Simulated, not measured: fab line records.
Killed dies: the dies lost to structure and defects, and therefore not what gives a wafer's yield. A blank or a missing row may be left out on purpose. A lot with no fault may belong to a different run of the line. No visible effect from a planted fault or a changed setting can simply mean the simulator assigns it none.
Which tool is to blame?	flow nandHarc	7 lots, 19 wafers sampled, at 1 step of a route of 1302

WHAT THE GAUGES SHOWED, per wafer
NHARC_P_ZERO_WELL_CD_MEAS_24: target cd 720 nm.
lot	measured	on	cdNm (nm)
L411	day 2 09:29	cdSem-01	717.6 718.5 717.5
L413	day 3 04:37	cdSem-01	716.4 717.8 719.4
L415	day 4 00:35	cdSem-03	720.4 718.6 718.4
L422	day 6 22:39	cdSem-03	722.2
L427	day 9 00:37	cdSem-01	720.4 720.0 720.7
L430	day 10 06:39	cdSem-01	719.4 720.2 718.7
L433	day 11 12:29	cdSem-01	721.6 722.6 718.2

WHICH TOOL RAN EACH LOT (tool, then ch and the chambers of the sampled wafers, then the start)
The record holds no process step before these readings.

THE ANSWER, worked out from the rows above alone
Rule: the usual values come from the lots themselves. The widest of any qualifying gaps counts: lots, ordered by their means at a reading, are off when they make up no more than a third of the lots, leave a main group of 4 or more, and stand apart from it by 3 or more times the standard deviation of that group's means. Not used: any main group whose means are identical at the precision the tables above print for the reading. Also off: a lot with no number at a reading for which 4 or more lots have one. The other lots that the step has rows for count as sound.
Nothing can be told from this: no lot is off at any reading shown.

WHAT HAD BEEN PUT IN BY THE SIMULATOR
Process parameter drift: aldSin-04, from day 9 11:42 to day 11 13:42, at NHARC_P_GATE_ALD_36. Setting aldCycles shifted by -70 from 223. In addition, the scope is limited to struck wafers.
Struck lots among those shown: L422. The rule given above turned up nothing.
